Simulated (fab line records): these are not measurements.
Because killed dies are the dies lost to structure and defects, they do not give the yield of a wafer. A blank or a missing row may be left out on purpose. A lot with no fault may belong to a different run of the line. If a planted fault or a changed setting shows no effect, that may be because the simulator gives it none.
Which tool did it?    flow nand harc    14 lots, 42 wafers sampled, at 5 steps of a route of 1159

== WHAT THE GAUGES SHOWED, per wafer ==
NHARC_THIN_TSV_CD_MEAS_16. Usual: cd nm 1000.0 nm, standard deviation 1.9.
lot   measured      on         cd nm (nm)            flag
L238  day 18 16:29  cd sem-02  997.3 1000.5 1000.5   
L237  day 18 17:47  cd sem-02  1000.4 996.0 1000.9   
L239  day 19 05:43  cd sem-03  1000.0 1000.1 1002.2  
L236  day 19 06:56  cd sem-01  1001.5 1001.0 998.8   
L240  day 19 08:15  cd sem-02  1003.9 1000.5 1003.7  
L243  day 20 15:49  cd sem-02  998.4 996.3 1000.8    
L244  day 21 00:06  cd sem-01  999.8 1002.1 999.0    
L245  day 21 09:10  cd sem-01  1000.9 1002.7 1000.4  
L247  day 21 18:40  cd sem-03  998.7 997.4 995.0     
L248  day 21 17:23  cd sem-02  1000.2 1000.1 998.0   
L249  day 22 18:25  cd sem-01  999.6 1001.6 1003.0   
L255  day 23 00:02  cd sem-02  1000.3 1004.3 1000.7  
L257  day 23 16:53  cd sem-03  997.8 1000.3 1001.2   
L256  day 23 18:04  cd sem-02  998.2 997.9 997.5     

NHARC_END_SORT_01. Usual: killed at array 28, standard deviation 9.1; killed at other 0.6, standard deviation 0.87; killed at periphery 3.4, standard deviation 2.7; killed dies 32, standard deviation 9; killed open 3.2, standard deviation 1.9; killed short 2.0, standard deviation 1.3.
lot   measured      on         killed at array  killed at other  killed at periphery  killed dies  killed open  killed short  flag
L247  day 23 15:31  prober-02  49 36 38         0 0 0            0 3 1                49 39 39     3 7 3        1 1 1         
L248  day 22 22:19  prober-02  100 106 97       0 0 0            1 3 1                101 109 98   0 4 4        3 3 2         OFF
L249  day 24 21:59  prober-02  101 111 104      1 2 2            3 5 2                105 118 108  7 1 1        4 4 5         OFF
L257  day 25 19:16  prober-01  16 18 15         1 2 0            2 1 4                19 21 19     2 5 3        2 2 3         
L256  day 25 21:22  prober-02  25 24 25         1 0 0            3 2 2                29 26 27     3 1 1        1 3 1         

== WHICH TOOL RAN EACH LOT (tool, then ch and the chambers of the sampled wafers, then the start) ==
lot   NHARC_A_CONTACT_STRIP_83             NHARC_THIN_TSV_DEGAS_53       NHARC_THIN_TSV_PRE_CLEAN_54
L238  wet bench-02 ch 0,4,5, day 17 01:58  pvd sputter-02, day 18 20:27  pvd sputter-02, day 18 20:31
L237  wet bench-02 ch 1,2,7, day 17 03:37  pvd sputter-02, day 18 21:43  pvd sputter-02, day 18 21:47
L239  wet bench-07 ch 0,5,6, day 17 08:49  pvd sputter-02, day 19 09:53  pvd sputter-02, day 19 09:57
L236  wet bench-07 ch 1,2,5, day 17 10:03  pvd sputter-03, day 19 10:56  pvd sputter-03, day 19 11:02
L240  wet bench-02 ch 1,4,7, day 17 12:50  pvd sputter-03, day 19 12:03  pvd sputter-03, day 19 12:08
L243  wet bench-06 ch 0,4,5, day 19 00:08  pvd sputter-03, day 20 20:14  pvd sputter-03, day 20 20:17
L244  wet bench-07 ch 0,6,7, day 19 04:51  pvd sputter-01, day 21 03:57  pvd sputter-01, day 21 04:02
L245  wet bench-06 ch 4,5,7, day 19 14:44  pvd sputter-02, day 21 12:59  pvd sputter-02, day 21 13:04
L247  wet bench-02 ch 0,2,7, day 19 17:58  pvd sputter-01, day 21 22:34  pvd sputter-01, day 21 22:41
L248  wet bench-06 ch 1,4,7, day 19 23:13  pvd sputter-03, day 21 21:17  pvd sputter-03, day 21 21:22
L249  wet bench-06 ch 1,4,7, day 20 17:32  pvd sputter-02, day 22 22:50  pvd sputter-02, day 22 22:59
L255  wet bench-02 ch 0,5,7, day 21 00:59  pvd sputter-03, day 23 03:58  pvd sputter-03, day 23 04:03
L257  wet bench-07 ch 2,4,7, day 22 01:28  pvd sputter-02, day 23 20:44  pvd sputter-02, day 23 20:49
L256  wet bench-02 ch 0,2,4, day 22 04:11  pvd sputter-01, day 23 22:09  pvd sputter-01, day 23 22:13
- NHARC_A_CONTACT_STRIP_83: strips in post etch residue remover, time 600 s.
- NHARC_THIN_TSV_DEGAS_53: time 60 s.
- NHARC_THIN_TSV_PRE_CLEAN_54: time 30 s.

== AS READ BY THE TOOLS THEMSELVES (means over the sampled wafers that have a number; for cases with no such wafer, the mark the record gives instead) ==
NHARC_THIN_TSV_DEGAS_53. Usual: heater power w 479 W, standard deviation 67.
lot   tool            heater power w (W)  flag
L238  pvd sputter-02  478                 
L237  pvd sputter-02  426                 
L239  pvd sputter-02  489                 
L236  pvd sputter-03  512                 
L240  pvd sputter-03  520                 
L243  pvd sputter-03  513                 
L244  pvd sputter-01  474                 
L245  pvd sputter-02  502                 
L247  pvd sputter-01  456                 
L248  pvd sputter-03  529                 
L249  pvd sputter-02  440                 
L255  pvd sputter-03  495                 
L257  pvd sputter-02  397                 
L256  pvd sputter-01  483                 

NHARC_THIN_TSV_PRE_CLEAN_54. Usual: heater power w 425 W, standard deviation 61.
lot   tool            heater power w (W)  flag
L238  pvd sputter-02  367                 
L237  pvd sputter-02  422                 
L239  pvd sputter-02  418                 
L236  pvd sputter-03  453                 
L240  pvd sputter-03  441                 
L243  pvd sputter-03  449                 
L244  pvd sputter-01  410                 
L245  pvd sputter-02  369                 
L247  pvd sputter-01  405                 
L248  pvd sputter-03  432                 
L249  pvd sputter-02  374                 
L255  pvd sputter-03  464                 
L257  pvd sputter-02  387                 
L256  pvd sputter-01  413                 

== THE ANSWER, worked out from the rows above alone ==
Rule: a lot is off if the mean of its wafers that have a number lies more than 3 standard deviations from the usual mean. Also off: a lot with no number at a reading for which 4 or more lots have one. The other lots that the step has rows for count as sound. Order of review: gauges by route order, followed by the tools' own readings, for which a lot's mean as printed above is used. The first step at which some lot is off is used, and at that step the reading that is off furthest; a lot without a number counts as furthest.
Off: L248, L249, at NHARC_END_SORT_01 (killed dies). Neither off nor sound, because the step has no rows for them: L238, L237, L239, L236, L240, L243, L244, L245, L255.
If a tool, at a process step before that reading, ran all the lots that are off and no sound lot after the first of them, it fits. Gauges at NHARC_END_SORT_01: tried the same way as those tools. One fits: NHARC_A_CONTACT_STRIP_83 on wet bench-06. It ran no sound lot before its first lot that is off in this sample, so the start can't be narrowed down.

== WHAT THE SIMULATOR PUT IN ==
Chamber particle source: wet bench-06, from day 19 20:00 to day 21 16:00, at NHARC_A_CONTACT_STRIP_83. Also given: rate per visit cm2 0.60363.
Struck lots among those shown: L248, L249. The rule above found the same.
